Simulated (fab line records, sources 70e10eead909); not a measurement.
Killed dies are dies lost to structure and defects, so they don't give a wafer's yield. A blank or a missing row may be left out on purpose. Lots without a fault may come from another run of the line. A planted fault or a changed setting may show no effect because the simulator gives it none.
A struck lot beside a sound one | flow nand_harc | 15 steps out of a route of 1302
Sound: wafers L350.2, L350.4, L350.6. Struck: wafers L340.1, L340.2, L340.3. The cause comes at the end.
At each step with rows: each side's tool, then ch and its chambers, then its first start. Under that, the readings that differ: sound wafers | struck wafers | difference of the means | sigmas: that difference in standard deviations of wafers without a fault.
alike: readings whose means differ by less than 2 such deviations, and words and numbers that are the same on both sides. not compared: withheld readings, readings that some wafer has no value for, bounds like >300 that may hide the same value, and numbers for which the record gives no deviation and whose values overlap.
The two part at a step that has a row with sigmas, a row that says differs or no value, or rows on one side only. Numbers that don't overlap but have no deviation are shown without sigmas and don't part them. A reading that every wafer of one side lacks parts them only if that side has two wafers or more.

first, 5 steps without rows for these wafers: NHARC_A_CHANNEL_HOLE_D1_SOFTBAKE_05 (time 55 s); NHARC_A_CHANNEL_HOLE_D1_EBR_06; NHARC_A_CHANNEL_HOLE_D1_EXPOSE_07 (exposes mask HOLE D1, target cd 100 nm); NHARC_A_CHANNEL_HOLE_D1_PEB_08 (peb time 65 s); NHARC_A_CHANNEL_HOLE_D1_DEVELOP_09 (develop time 35 s).
NHARC_A_CHANNEL_HOLE_D1_CD_MEAS_10: target cd 100 nm.
  sound on cd_sem-03 ch 0, day 15 20:28; struck on cd_sem-03 ch 0, day 11 16:58
  alike: cd_nm
NHARC_A_CHANNEL_HOLE_D1_OVL_MEAS_11:
  sound on overlay-02, day 15 20:33; struck on overlay-01, day 11 17:04
  alike: overlay_x_nm, overlay_y_nm
NHARC_A_CHANNEL_HOLE_D1_INSPECT_12:
  sound on defect_inspect-01, day 15 20:35; struck on defect_inspect-01, day 11 17:06
  alike: raw_defect_count
NHARC_A_CHANNEL_HOLE_D1_DESCUM_15: chemistry O2, time 3 s.
  sound on rie_diel-09 ch 0,2,3, day 15 20:39; struck on rie_diel-09 ch 0,2,3, day 11 17:10
  alike: drypump_motor_current_A, oes_product_au, rf_vpp_V, showerhead_plenum_p_Torr, throttle_valve_pct
  not compared: rf_hours_counter_h
NHARC_A_CHANNEL_HOLE_D1_ETCH_38: etches the open film in CF4, target depth 39 nm, time 65 s.
  sound on rie_diel-09 ch 0,1,3, day 15 20:44; struck on rie_diel-09 ch 0,1,3, day 11 17:15
  alike: bias_w, cf4_flow_sccm, drypump_motor_current_A, oes_product_au, rf_vpp_V, showerhead_plenum_p_Torr, throttle_valve_pct
  not compared: rf_hours_counter_h
NHARC_A_CHANNEL_HOLE_D1_ETCH_39: etches the open film in N2/H2, target depth 260 nm, time 325 s.
  sound on rie_diel-09 ch 1,2; struck on rie_diel-09 ch 0,1,3
  alike: bias_w, chamber_pressure_mTorr, drypump_motor_current_A, oes_product_au, rf_vpp_V, showerhead_plenum_p_Torr, throttle_valve_pct
  not compared: rf_hours_counter_h
NHARC_A_CHANNEL_HOLE_D1_ETCH_34: etches the open film in CF4/CHF3, target depth 154 nm, time 77 s.
  sound on rie_diel-09 ch 0,2; struck on rie_diel-09 ch 0,1,2
  alike: bias_w, cf4_flow_sccm, drypump_motor_current_A, oes_product_au, rf_vpp_V, showerhead_plenum_p_Torr, throttle_valve_pct
  not compared: rf_hours_counter_h
NHARC_A_CHANNEL_HOLE_D1_ETCH_16: etches the open film in O2/COS, target depth 3100 nm, time 806 s.
  sound on rie_diel-09 ch 1,2,3, day 15 21:17; struck on rie_diel-09 ch 0,2,3, day 11 17:44
  no value came back on the struck wafers for any of 7 readings (bias_w (W), chamber_pressure_mTorr (mTorr) and others); on the sound wafers bias_w (W) reads 300.6 300.1 299.1
  not compared: rf_hours_counter_h
NHARC_A_CHANNEL_HOLE_D1_CD_MEAS_18:
  sound on cd_sem-02, day 15 21:46; struck on cd_sem-03, day 11 18:16
  alike: cd_nm
-- the record jumps here: 16 days lie between the struck wafers' starts before and after (it left off in module A_CHANNEL_HOLE_D1 and takes up again in module END, whose first step shown is number 1302 of the route) --
NHARC_END_SORT_01:
  sound on prober-01 ch 0, day 32 21:13; struck on prober-02 ch 0, day 27 16:05
  reading         | sound      | struck                                                               | difference                   | sigmas
  hold            | - - -      | await_dispo/2.2h/scrap await_dispo/2.2h/scrap await_dispo/2.2h/scrap | no value on the sound wafers |
  killed_at_array | 93 98 101  | 677 671 676                                                          | +577                         | +27
  killed_dies     | 96 104 107 | 677 677 677                                                          | +575                         | +27
  alike: killed_at_other, killed_at_periphery, killed_open, killed_short

WHERE THEY PART
First at NHARC_A_CHANNEL_HOLE_D1_ETCH_16; last, within this record, at NHARC_END_SORT_01.

WHY: what the simulator had put in
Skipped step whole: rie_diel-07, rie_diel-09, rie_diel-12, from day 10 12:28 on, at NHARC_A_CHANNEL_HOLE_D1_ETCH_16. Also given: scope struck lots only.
